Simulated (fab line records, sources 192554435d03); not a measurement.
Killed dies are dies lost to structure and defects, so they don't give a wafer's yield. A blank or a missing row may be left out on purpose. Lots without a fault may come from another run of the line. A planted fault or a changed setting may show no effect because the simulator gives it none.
Chamber matching | flow n5_finfet | N5_BEOL_M11_ALD_74 on ald_metal-03: 4 sister chambers
The step deposits TaN, target thk 2 nm, pulse time 2 s, purge time 3 s. 18 wafers are shown with their chamber, then 9 later ones without.

WAFERS WITH THEIR CHAMBER
wafer  | chamber | heater_power_w (W) | precursor_vessel_pressure_torr (Torr)
L075.1 | 1       | 406                | 26.23
L075.4 | 2       | 450                | 26.22
L075.5 | 2       | 438                | 26.18
L079.3 | 1       | 413                | 26.24
L079.4 | 2       | 451                | 26.16
L079.6 | 0       | 378                | 26.25
L084.1 | 1       | 405                | 26.20
L084.2 | 3       | 428                | 26.29
L084.5 | 1       | 408                | 26.18
L086.1 | 0       | 391                | 26.13
L086.4 | 3       | 411                | 26.25
L086.5 | 2       | 441                | 26.30
L085.1 | 2       | 440                | 26.19
L085.2 | 0       | 385                | 26.33
L085.6 | 2       | 431                | 26.15
L091.3 | 0       | 374                | 26.33
L091.4 | 1       | 406                | 26.29
L091.5 | 1       | 403                | 26.31

SIGNATURES (means of the wafers above)
reading                        | chamber 0 | chamber 1 | chamber 2 | chamber 3 | scatter within a chamber
heater_power_w                 | 382.00    | 406.83    | 441.83    | 419.50    | 6.87
precursor_vessel_pressure_torr | 26.2600   | 26.2417   | 26.2000   | 26.2700   | 0.0628
Rule: a wafer's distance from a chamber is the root of the sum, over the readings, of the square of ((its reading less the chamber's mean) divided by the reading's scatter). The wafer belongs to the nearest chamber; if the next one is less than 2 further off, it can't be placed. The scatter: the root of (the sum of the squares of (reading less its chamber's mean) over the shown wafers, divided by (wafers less chambers)).

WAFERS WITHOUT THEIR CHAMBER
wafer  | heater_power_w (W) | precursor_vessel_pressure_torr (Torr)
L094.1 | 389                | 26.13
L094.2 | 422                | 26.30
L094.4 | 449                | 26.26
L095.2 | 426                | 26.24
L095.5 | 420                | 26.20
L095.6 | 458                | 26.32
L096.1 | 417                | 26.26
L096.2 | 417                | 26.27
L096.3 | 387                | 26.27

WHICH CHAMBER EACH WENT THROUGH
wafer  | from the rows above          | in truth
L094.1 | can't be placed: 0 or 1      | 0
L094.2 | can't be placed: 3 or 1      | 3
L094.4 | 2                            | 2
L095.2 | can't be placed: 3 or 2 or 1 | 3
L095.5 | can't be placed: 3 or 1      | 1
L095.6 | 2                            | 2
L096.1 | can't be placed: 3 or 1      | 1
L096.2 | can't be placed: 3 or 1      | 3
L096.3 | 0                            | 0
Placed correctly: 3 of 9. Can't be placed from these rows: 6 (the true chamber is among the candidates in 6). Placed wrongly: 0.
